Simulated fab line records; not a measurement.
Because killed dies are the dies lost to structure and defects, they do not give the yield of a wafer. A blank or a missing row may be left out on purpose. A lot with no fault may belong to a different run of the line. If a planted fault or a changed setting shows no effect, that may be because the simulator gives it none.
fab line records    flow n5Finfet
record lots=6  wafers=18  lastDay=16
route steps=1938 shown BEOL_M14@1764 BEOL_M15@1773
lots that met no fault: taken from a fault-free run of the same line
startH: hours from the record's opening day to when the first of the lot's shown wafers began    waitH: how many hours have passed since the lot's step before this one    " as in the row above    L1.1+2: several wafers, shown together as one row    - no value present, or no start provided    * or withheld: withheld    < > ~ a bound
route shown NAME@n: names a module that has steps shown in the file, with the first one's number in the route    usual: mean and standard deviation over wafers with no fault    same: alike in all rows    chamber/n: place in a boat    sites: the reading at each site    _std_site: their standard deviation    _edge_site: inner sites' mean taken away from outer sites' mean    radiusMm: for every site, how far away it sits from the centre of the wafer    mask NAME#n: copy n    behind: tool/chamber where the wafer was last shaped    hold: cause of the lot's hold/its duration in hours/its outcome    device: which transistor (n, p or np) failed to switch    end of line: at the end of the route, the tests of the same wafers    a step with no rows: only its recipe    killed: at the first sort, the dies lost to defects and structure; wafer yield is something else    map: dies across one wafer; x = killed, . = not, _ = none there
set.NAME: the setting the step ran with; set.NAME@STEP: the setting that earlier step ran with    model.NAME: the simulator's own value behind a step, which no gauge read
lots seen at some steps along the route; tables by step, rows by wafer
services: a tool's chamber out of use, with start hour (startH, from the record's first day; less than 0 if before it), hours out, and reason
## steps
# step N5_BEOL_M14_SPUTTER_45
# recipe material=Cu  targetThkA=1000  tempC=-20  biasV=60  powerW=26000  chamberPressurePa=0.13  timeS=16.67
# usual throttleValvePct=30.6/0.88
lot.wafer  tool           chamber  startH  waitH  throttleValvePct
L808.1     pvdSputter-02  -        294.77  0.0    31.5
L808.4     "              -        "       "      29.8
L808.5     "              -        "       "      29.4
L809.1     pvdSputter-02  -        295.17  0.0    32.5
L809.5     "              -        "       "      29.9
L809.6     "              -        "       "      31.3
L815.2     pvdSputter-03  -        339.46  0.0    30.3
L815.3     "              -        "       "      32.0
L815.6     "              -        "       "      31.4
L817.4     pvdSputter-02  -        349.65  0.0    32.5
L817.5     "              -        "       "      31.4
L817.6     "              -        "       "      32.3
L822.2     pvdSputter-03  -        363.72  0.0    30.6
L822.3     "              -        "       "      31.9
L822.6     "              -        "       "      30.7
L823.1     pvdSputter-01  -        365.51  0.0    29.7
L823.2     "              -        "       "      30.4
L823.5     "              -        "       "      29.7
# step N5_BEOL_M14_ECD_47
# recipe material=Cu  targetThkA=12480
# step N5_BEOL_M14_ANNEAL_48
# recipe tempC=225  timeS=90  ambient=N2
# step N5_BEOL_M14_CMP_49
# recipe stopOn=SiO2  tOverpolishS=5.2  downForcePsi=2  platenRpm=80  clearingPlatenDownForcePsi=2  clearingPlatenRpm=80  postCmpClean=cuAlkaline  targetThkNm=560  clearingPlatenPadVelocityMS=1.5917  padVelocityMS=1.5917
# step N5_BEOL_M14_THK_MEAS_50
# recipe thkMeasGauge=xrf  reads=Cu_of_BEOL_M14_ECD_47
# usual M14_THK=570/7.7
lot.wafer  tool          chamber  startH  waitH  M14_THK[nm]
L808.1     filmMetro-01  -        295.73  -      573
L808.4     "             -        "       "      587
L808.5     "             -        "       "      581
L809.1     filmMetro-01  -        296.07  -      576
L809.5     "             -        "       "      573
L809.6     "             -        "       "      573
L815.2     filmMetro-01  -        340.41  -      567
L815.3     "             -        "       "      571
L815.6     "             -        "       "      577
L817.4     filmMetro-02  -        350.55  -      568
L817.5     "             -        "       "      575
L817.6     "             -        "       "      559
L822.2     filmMetro-02  -        365.00  -      566
L822.3     "             -        "       "      571
L822.6     "             -        "       "      574
L823.1     filmMetro-01  -        366.41  -      568
L823.2     "             -        "       "      570
L823.5     "             -        "       "      571
# step N5_BEOL_M14_PRE_CLEAN_52
# recipe gas=NH3  timeS=15  tempC=withheld  rfPowerW=300
# step N5_BEOL_M14_DEP_53
# recipe material=SiCN  targetThkA=500  tempC=withheld  precursor=3MS/NH3  pressureTorr=3  rfW=675  timeS=17.8
# step N5_BEOL_M14_RS_MEAS_54
# recipe thkMeasGauge=four-point-probe  reads=Cu_of_BEOL_M14_ECD_47+Ta_of_BEOL_M14_SPUTTER_44+TaN_of_BEOL_M14_SPUTTER_43
# usual M14_RS=0.0329/0.00042
lot.wafer  tool          chamber  startH  waitH  M14_RS[ohm/sq]
L808.1     filmMetro-01  -        295.86  0.0    0.0326
L808.4     "             -        "       "      0.0320
L808.5     "             -        "       "      0.0323
L809.1     filmMetro-01  -        296.20  0.0    0.0323
L809.5     "             -        "       "      0.0326
L809.6     "             -        "       "      0.0325
L815.2     filmMetro-01  -        340.53  0.1    0.0329
L815.3     "             -        "       "      0.0323
L815.6     "             -        "       "      0.0324
L817.4     filmMetro-02  -        350.68  0.0    0.0328
L817.5     "             -        "       "      0.0324
L817.6     "             -        "       "      0.0332
L822.2     filmMetro-01  -        365.12  0.1    0.0334
L822.3     "             -        "       "      0.0331
L822.6     "             -        "       "      0.0327
L823.1     filmMetro-01  -        366.54  0.0    0.0330
L823.2     "             -        "       "      0.0327
L823.5     "             -        "       "      0.0326
# step N5_BEOL_M14_INSPECT_55
# recipe inspectInstrument=darkfield  mode=postDep
# usual rawDefectCount=73/25
lot.wafer  tool              chamber  startH  waitH  rawDefectCount
L808.1     defectInspect-01  -        295.89  0.0    81
L808.4     "                 -        "       "      64
L808.5     "                 -        "       "      63
L809.1     defectInspect-02  -        296.23  0.0    62
L809.5     "                 -        "       "      94
L809.6     "                 -        "       "      88
L815.2     defectInspect-01  -        340.56  0.0    55
L815.3     "                 -        "       "      63
L815.6     "                 -        "       "      69
L817.4     defectInspect-01  -        350.70  0.0    86
L817.5     "                 -        "       "      110
L817.6     "                 -        "       "      70
L822.2     defectInspect-01  -        365.15  0.0    152
L822.3     "                 -        "       "      39
L822.6     "                 -        "       "      55
L823.1     defectInspect-02  -        366.56  0.0    84
L823.2     "                 -        "       "      70
L823.5     "                 -        "       "      77
# step N5_BEOL_M15_ILD_DEP_00
# recipe material=SiO2  targetThkA=16293  tempC=400  precursor=TEOS/O2  pressureTorr=6.5  rfW=900  teosFlowSccm=161.4  gas=O2  flowSccm=2650  timeS=346.1
# usual heaterPowerW=562/90  showerheadPlenumPTorr=8.34/0.044  throttleValvePct=18.5/1
lot.wafer  tool      chamber  startH  waitH  heaterPowerW  showerheadPlenumPTorr  throttleValvePct
L808.1     pecvd-01  1        295.93  0.0    463           8.29                   20.3
L808.4     "         1        "       "      529           8.28                   20.0
L808.5     "         2        "       "      729           8.31                   18.0
L809.1     pecvd-01  2        296.27  0.0    653           8.30                   17.6
L809.5     "         0        "       "      642           8.32                   17.9
L809.6     "         2        "       "      762           8.28                   17.5
L815.2     pecvd-01  0        340.60  0.0    634           8.32                   17.9
L815.3     "         1        "       "      435           8.26                   19.9
L815.6     "         2        "       "      587           8.29                   17.7
L817.4     pecvd-04  0        350.85  0.1    698           8.32                   19.4
L817.5     "         2        "       "      419           8.35                   16.8
L817.6     "         1        "       "      499           8.38                   18.4
L822.2     pecvd-03  2        365.19  0.0    596           8.35                   17.9
L822.3     "         1        "       "      611           8.39                   19.4
L822.6     "         0        "       "      550           8.39                   19.0
L823.1     pecvd-01  2        366.60  0.0    776           8.29                   18.1
L823.2     "         1        "       "      515           8.26                   20.2
L823.5     "         1        "       "      426           8.30                   20.0
# step N5_BEOL_M15_THK_MEAS_01
# recipe reads=SiO2_of_BEOL_M15_ILD_DEP_00
# usual M15_ILD_THK=1632/26
lot.wafer  tool          chamber  startH  waitH  M15_ILD_THK[nm]
L808.1     filmMetro-01  -        296.18  0.1    1631
L808.4     "             -        "       "      1647
L808.5     "             -        "       "      1613
L809.1     filmMetro-01  -        296.52  0.1    1573
L809.5     "             -        "       "      1619
L809.6     "             -        "       "      1605
L815.2     filmMetro-02  -        340.85  0.1    1617
L815.3     "             -        "       "      1613
L815.6     "             -        "       "      1604
L817.4     filmMetro-01  -        350.99  0.0    1664
L817.5     "             -        "       "      1642
L817.6     "             -        "       "      1648
L822.2     filmMetro-02  -        365.44  0.1    1638
L822.3     "             -        "       "      1623
L822.6     "             -        "       "      1641
L823.1     filmMetro-02  -        366.85  0.1    1588
L823.2     "             -        "       "      1615
L823.5     "             -        "       "      1640
# step N5_BEOL_M15_COAT_58
# recipe resist=BARC  tempC=205  timeS=60  spinRpm=1500  resistThkNm=89
# step N5_BEOL_M15_COAT_04
# recipe spinRpm=1704  resistThkNm=800
# usual exhaustPa=45.0/0.86  spinSpeedRpm=1704.2/1.1
lot.wafer  tool           chamber  startH  waitH  exhaustPa  spinSpeedRpm  model.coat_of_BEOL_M15_COAT_04.thkNm
L808.1     lithoTrack-04  0        296.21  -      45.3       1704.2        800.6
L808.4     "              0        "       "      45.4       1703.7        800.4
L808.5     "              0        "       "      45.1       1704.6        802.2
L809.1     lithoTrack-05  0        296.55  -      46.0       1704.6        801.8
L809.5     "              0        "       "      45.6       1705.2        799.6
L809.6     "              0        "       "      46.6       1703.4        798.6
L815.2     lithoTrack-04  0        340.88  -      46.1       1963.7        746.2
L815.3     "              0        "       "      44.9       1963.0        747.4
L815.6     "              0        "       "      44.0       1963.2        747.8
L817.4     lithoTrack-04  0        351.03  -      45.6       1962.5        744.2
L817.5     "              0        "       "      44.8       1962.8        745
L817.6     "              0        "       "      45.3       1965.3        746
L822.2     lithoTrack-05  0        365.47  -      45.6       1706.1        802.6
L822.3     "              0        "       "      46.0       1704.9        801.6
L822.6     "              0        "       "      45.1       1704.9        800.4
L823.1     lithoTrack-05  0        366.88  -      45.8       1705.6        800.6
L823.2     "              0        "       "      45.0       1703.7        798.6
L823.5     "              0        "       "      44.2       1703.7        799.6
# step N5_BEOL_M15_EBR_06
# recipe solvent=PGMEA  ebrWidthMm=1.5
# step N5_BEOL_M15_SOFTBAKE_05
# recipe tempC=130  timeS=60
# step N5_BEOL_M15_EXPOSE_07
# recipe maskId=V14  na=0.8  sourceShape=annular  sigmaInner=0.5  sigmaOuter=0.8  polarization=unpolarized  attpsmPhaseDeg=180  doseMj=41.25
# step N5_BEOL_M15_PEB_08
# recipe pebTempC=130  pebTimeS=90
# step N5_BEOL_M15_DEVELOP_09
# recipe developTimeS=45  rinseLiquid=diw  dry=airSpin  devTempC=21
# step N5_BEOL_M15_HARDBAKE_14
# recipe tempC=130  timeS=120
# step N5_BEOL_M15_CD_MEAS_10
# recipe targetCdNm=360  landingEnergyEv=500  detector=seInlens  polarity=opening
# usual cdNm=360.2/1.6
lot.wafer  tool      chamber  startH  waitH  cdNm
L808.1     cdSem-01  0        296.48  -      357.9
L808.4     "         0        "       "      359.4
L808.5     "         0        "       "      360.9
L809.1     cdSem-01  0        296.82  -      360.6
L809.5     "         0        "       "      359.7
L809.6     "         0        "       "      359.2
L815.2     cdSem-01  0        341.28  -      363.6
L815.3     "         0        "       "      362.1
L815.6     "         0        "       "      365.1
L817.4     cdSem-03  0        351.30  -      362.0
L817.5     "         0        "       "      361.2
L817.6     "         0        "       "      359.5
L822.2     cdSem-03  0        365.74  -      361.1
L822.3     "         0        "       "      360.5
L822.6     "         0        "       "      360.5
L823.1     cdSem-02  0        367.15  -      363.5
L823.2     "         0        "       "      361.2
L823.5     "         0        "       "      359.4
# step N5_BEOL_M15_OVL_MEAS_11
# recipe pointsPerWafer=44
# usual V14_OVL=5/5.8
lot.wafer  tool        chamber  startH  waitH  V14_OVL[nm]
L808.1     overlay-01  0        296.51  0.0    -11
L808.4     "           0        "       "      -1
L808.5     "           0        "       "      -1
L809.1     overlay-01  0        296.85  0.0    2
L809.5     "           0        "       "      8
L809.6     "           0        "       "      7
L815.2     overlay-02  0        341.31  0.0    9
L815.3     "           0        "       "      5
L815.6     "           0        "       "      5
L817.4     overlay-01  0        351.32  0.0    8
L817.5     "           0        "       "      4
L817.6     "           0        "       "      13
L822.2     overlay-02  0        365.77  0.0    14
L822.3     "           0        "       "      8
L822.6     "           0        "       "      8
L823.1     overlay-02  0        367.18  0.0    10
L823.2     "           0        "       "      12
L823.5     "           0        "       "      5
# step N5_BEOL_M15_INSPECT_12
# recipe mode=adi  inspectInstrument=macro
# usual rawDefectCount=2.1/1.4
lot.wafer  tool              chamber  startH  waitH  rawDefectCount
L808.1     defectInspect-02  -        296.53  0.0    2
L808.4     "                 -        "       "      2
L808.5     "                 -        "       "      0
L809.1     defectInspect-01  -        296.87  0.0    5
L809.5     "                 -        "       "      1
L809.6     "                 -        "       "      3
L815.2     defectInspect-01  -        341.33  0.0    2
L815.3     "                 -        "       "      1
L815.6     "                 -        "       "      5
L817.4     defectInspect-01  -        351.35  0.0    3
L817.5     "                 -        "       "      4
L817.6     "                 -        "       "      3
L822.2     defectInspect-02  -        365.79  0.0    1
L822.3     "                 -        "       "      2
L822.6     "                 -        "       "      0
L823.1     defectInspect-02  -        367.21  0.0    2
L823.2     "                 -        "       "      1
L823.5     "                 -        "       "      4
# step N5_BEOL_M15_DESCUM_15
# recipe chemistry=O2  timeS=7.9  sourcePowerW=50  biasPowerW=20  pressureMtorr=20  rfFrequencyHz=2.712e+07  tempC=40  o2FlowSccm=225
# usual drypumpMotorCurrentA=5.6/0.43  oesProductAu=0.81/0.081  rfVppV=242.4/1.4  showerheadPlenumPTorr=2.04/0.077  throttleValvePct=20.41/0.26
lot.wafer  tool        chamber  startH  waitH  drypumpMotorCurrentA  oesProductAu  rfHoursCounterH  rfVppV  showerheadPlenumPTorr  throttleValvePct
L808.1     rieDiel-04  1        296.57  0.0    6.2                   0.77          132              243.8   2.08                   20.26
L808.4     "           3        "       "      6.0                   0.89          40               244.3   2.05                   20.38
L808.5     "           1        "       "      6.2                   0.77          -                244.2   2.08                   20.26
L809.1     rieDiel-02  2        296.91  0.0    5.8                   1.00          3                241.9   2.04                   20.01
L809.5     "           3        "       "      5.5                   0.70          -                243.1   2.09                   20.57
L809.6     "           2        "       "      5.8                   0.99          -                241.7   2.04                   20.00
L815.2     rieDiel-02  0        341.58  0.2    5.0                   0.75          197              240.9   1.91                   20.64
L815.3     "           1        "       "      5.2                   0.84          73               241.4   2.04                   20.12
L815.6     "           1        "       "      5.2                   0.83          -                241.6   2.04                   20.12
L817.4     rieDiel-03  3        351.38  0.0    6.3                   0.77          153              244.2   2.18                   20.53
L817.5     "           1        "       "      5.8                   0.87          -                243.7   2.12                   20.33
L817.6     "           0        "       "      5.4                   0.69          -                242.5   2.08                   21.07
L822.2     rieDiel-02  1        365.84  0.0    5.2                   0.83          80               242.9   2.03                   20.15
L822.3     "           2        "       "      5.7                   0.93          25               242.5   2.03                   20.01
L822.6     "           0        "       "      5.0                   0.74          -                240.8   1.91                   20.63
L823.1     rieDiel-03  2        367.24  0.0    5.7                   0.78          112              242.9   2.10                   20.46
L823.2     "           3        "       "      6.3                   0.76          158              244.7   2.18                   20.52
L823.5     "           0        "       "      5.4                   0.67          -                241.7   2.08                   21.06
# step N5_BEOL_M15_ETCH_59
# recipe chemistry=N2/H2  target=BARC  targetDepthA=890  overetchA=267  timeS=67.9  ionEnergyEv=200  pressureMtorr=30  sourceW=840  biasW=150  n2FlowSccm=200  h2FlowSccm=200
# usual drypumpMotorCurrentA=5.6/0.43  oesProductAu=0.69/0.065  rfVppV=522.1/2.7  showerheadPlenumPTorr=2.48/0.088  throttleValvePct=17.86/0.21
lot.wafer  tool        chamber  startH  waitH  drypumpMotorCurrentA  oesProductAu  rfHoursCounterH  rfVppV  showerheadPlenumPTorr  throttleValvePct
L808.1     rieDiel-04  1        296.60  0.0    6.2                   0.66          132              525.3   2.56                   17.86
L808.4     "           3        "       "      6.0                   0.76          40               521.3   2.48                   17.69
L808.5     "           1        "       "      6.2                   0.65          -                522.3   2.56                   17.86
L809.1     rieDiel-02  2        296.94  0.0    5.8                   0.84          3                521.0   2.51                   17.60
L809.5     "           3        "       "      5.4                   0.60          -                522.2   2.52                   17.90
L809.6     "           2        "       "      5.8                   0.84          -                521.3   2.51                   17.59
L815.2     rieDiel-02  0        341.61  0.0    5.0                   0.63          197              517.1   2.34                   18.12
L815.3     "           1        "       "      5.2                   0.70          73               522.4   2.47                   17.66
L815.6     "           1        "       "      5.2                   0.70          -                521.1   2.47                   17.68
L817.4     rieDiel-03  3        351.41  0.0    6.3                   0.65          153              525.1   2.65                   17.90
L817.5     "           1        "       "      5.8                   0.73          -                525.2   2.60                   17.91
L817.6     "           0        "       "      5.4                   0.59          -                521.0   2.51                   18.42
L822.2     rieDiel-02  1        365.87  0.0    5.2                   0.69          80               522.6   2.47                   17.68
L822.3     "           2        "       "      5.8                   0.79          25               521.3   2.50                   17.64
L822.6     "           0        "       "      5.0                   0.62          -                516.6   2.34                   18.15
L823.1     rieDiel-03  2        367.28  0.0    5.7                   0.68          112              526.6   2.56                   17.94
L823.2     "           3        "       "      6.3                   0.65          158              525.6   2.64                   17.90
L823.5     "           0        "       "      5.4                   0.59          -                520.9   2.50                   18.42
# step N5_BEOL_M15_VIA_ETCH_16
# recipe chemistry=C4F8/O2/Ar  target=SiO2  heInnerTorr=15  heOuterTorr=30  targetDepthA=17922  timeS=withheld  ionEnergyEv=800  pressureMtorr=20  sourceW=1905  biasW=2040  Ar_flow_sccm=400  C4F8_flow_sccm=16  O2_flow_sccm=12  ends=cleared
# usual C4F8_flow_sccm=16.00/0.043  drypumpMotorCurrentA=5.6/0.43  oes_ar_750_au=0.80/0.076  oesProductAu=0.73/0.072  rfVppV=2209/37  showerheadPlenumPTorr=3.37/0.11  throttleValvePct=30.90/0.23
lot.wafer  tool        chamber  startH  waitH  C4F8_flow_sccm  drypumpMotorCurrentA  oes_ar_750_au  oesProductAu  rfVppV  showerheadPlenumPTorr  throttleValvePct  model.coat_of_BEOL_M15_COAT_04.thkNm
L808.1     rieDiel-04  1        296.65  0.0    16.00           6.2                   0.78           0.70          2191    3.45                   30.85             331.8
L808.4     "           3        "       "      15.95           6.1                   0.88           0.80          2214    3.37                   30.87             322
L808.5     "           1        "       "      16.06           6.2                   0.79           0.70          2189    3.45                   30.84             338
L809.1     rieDiel-02  2        296.99  0.0    16.00           5.8                   0.98           0.91          2251    3.39                   30.76             349.6
L809.5     "           3        "       "      16.03           5.5                   0.70           0.64          2285    3.41                   30.89             338.6
L809.6     "           2        "       "      15.88           5.8                   0.99           0.90          2252    3.39                   30.74             338.8
L815.2     rieDiel-02  0        341.66  0.0    16.13           5.0                   0.74           0.67          2171    3.17                   31.09             277.8
L815.3     "           1        "       "      15.97           5.2                   0.82           0.74          2190    3.35                   30.56             278.4
L815.6     "           1        "       "      16.00           5.2                   0.82           0.74          2189    3.35                   30.54             281.4
L817.4     rieDiel-03  3        351.47  0.0    15.99           6.3                   0.78           0.69          2174    3.60                   31.16             271.2
L817.5     "           1        "       "      16.02           5.8                   0.86           0.77          2152    3.50                   30.95             269.8
L817.6     "           0        "       "      16.04           5.4                   0.69           0.62          2216    3.40                   31.42             268
L822.2     rieDiel-02  1        365.92  0.0    15.96           5.2                   0.81           0.73          2189    3.34                   30.56             328.4
L822.3     "           2        "       "      16.04           5.8                   0.92           0.84          2248    3.38                   30.76             338.4
L822.6     "           0        "       "      15.96           5.0                   0.74           0.66          2172    3.17                   31.11             327.6
L823.1     rieDiel-03  2        367.33  0.0    16.11           5.7                   0.78           0.71          2194    3.44                   30.79             349.2
L823.2     "           3        "       "      15.97           6.3                   0.77           0.69          2177    3.60                   31.12             337.2
L823.5     "           0        "       "      16.04           5.4                   0.69           0.62          2217    3.40                   31.43             324.4
# step N5_BEOL_M15_STRIP_63
# recipe chemistry=O2  powerW=600  tempC=60  pressureMtorr=30  rfFrequencyHz=6e+07  biasPowerW=0  overashFraction=0.3  o2FlowSccm=225
# usual drypumpMotorCurrentA=5.6/0.43  oesProductAu=0.80/0.081  rfVppV=3.5/0.76  showerheadPlenumPTorr=2.05/0.077  throttleValvePct=16.64/0.26
lot.wafer  tool        chamber  startH  waitH  drypumpMotorCurrentA  oesProductAu  rfHoursCounterH  rfVppV  showerheadPlenumPTorr  throttleValvePct
L808.1     rieDiel-04  1        -       -      6.2                   0.76          133              4.2     2.08                   16.54
L808.4     "           3        "       "      6.0                   0.88          40               2.9     2.05                   16.60
L808.5     "           1        "       "      6.2                   0.76          -                3.3     2.08                   16.51
L809.1     rieDiel-02  2        -       -      5.8                   0.99          4                4.6     2.05                   16.18
L809.5     "           3        "       "      5.5                   0.71          -                4.4     2.09                   16.84
L809.6     "           2        "       "      5.8                   0.99          -                4.1     2.05                   16.21
L815.2     rieDiel-02  0        -       -      5.0                   0.74          197              3.7     1.92                   16.87
L815.3     "           1        "       "      5.2                   0.83          73               4.8     2.04                   16.40
L815.6     "           1        "       "      5.2                   0.83          -                4.1     2.04                   16.39
L817.4     rieDiel-03  3        -       -      6.3                   0.75          153              2.9     2.18                   16.78
L817.5     "           1        "       "      5.8                   0.86          -                3.8     2.13                   16.55
L817.6     "           0        "       "      5.4                   0.68          -                3.2     2.09                   17.27
L822.2     rieDiel-02  1        -       -      5.2                   0.82          80               3.5     2.04                   16.42
L822.3     "           2        "       "      5.7                   0.93          25               2.8     2.04                   16.25
L822.6     "           0        "       "      5.0                   0.74          -                3.3     1.91                   16.90
L823.1     rieDiel-03  2        -       -      5.7                   0.78          112              2.9     2.10                   16.73
L823.2     "           3        "       "      6.3                   0.76          158              2.8     2.18                   16.79
L823.5     "           0        "       "      5.4                   0.68          -                3.5     2.09                   17.30
## services
tool        chamber  startH  hours  kind
rieDiel-04  2        277.56  5.6    repair
pecvd-04    1        287.77  1.9    repair
pecvd-04    2        296.36  2.1    scheduledDown
pecvd-01    0        320.34  2.1    scheduledDown
rieDiel-03  3        325.77  3.3    repair
pecvd-04    -        326.25  2.8    pm
pecvd-04    2        329.76  6.5    repair
## key
firstSign step=N5_BEOL_M15_COAT_04  reading=spinSpeedRpm  direction=up  sigmas=99+  usual=*  struck=*
effect none on later readings
modelEffect step=N5_BEOL_M15_COAT_04  value=coat_of_BEOL_M15_COAT_04.thkNm  without=800.7  struck=746.1
modelEffect step=N5_BEOL_M15_VIA_ETCH_16  value=coat_of_BEOL_M15_COAT_04.thkNm  without=329  struck=274.4
metAt N5_BEOL_M15_COAT_04
struckWafers L815.2,L815.3,L815.6,L817.4,L817.5,L817.6
baselineLoss step=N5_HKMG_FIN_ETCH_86  wafers=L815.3
onsetBetween 296.21 340.88
fault kind=processParameterDrift  tool=lithoTrack-04  chamber=-  onsetH=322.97  steps=N5_BEOL_M15_COAT_04  channel=spinRpm  offset=*  shape=step  endH=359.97  actsIn=*  stated=*
# baselineLoss: these wafers lose ten dies or more at that step, a loss of the line's own and not of a fault; the sort's usual values leave them out
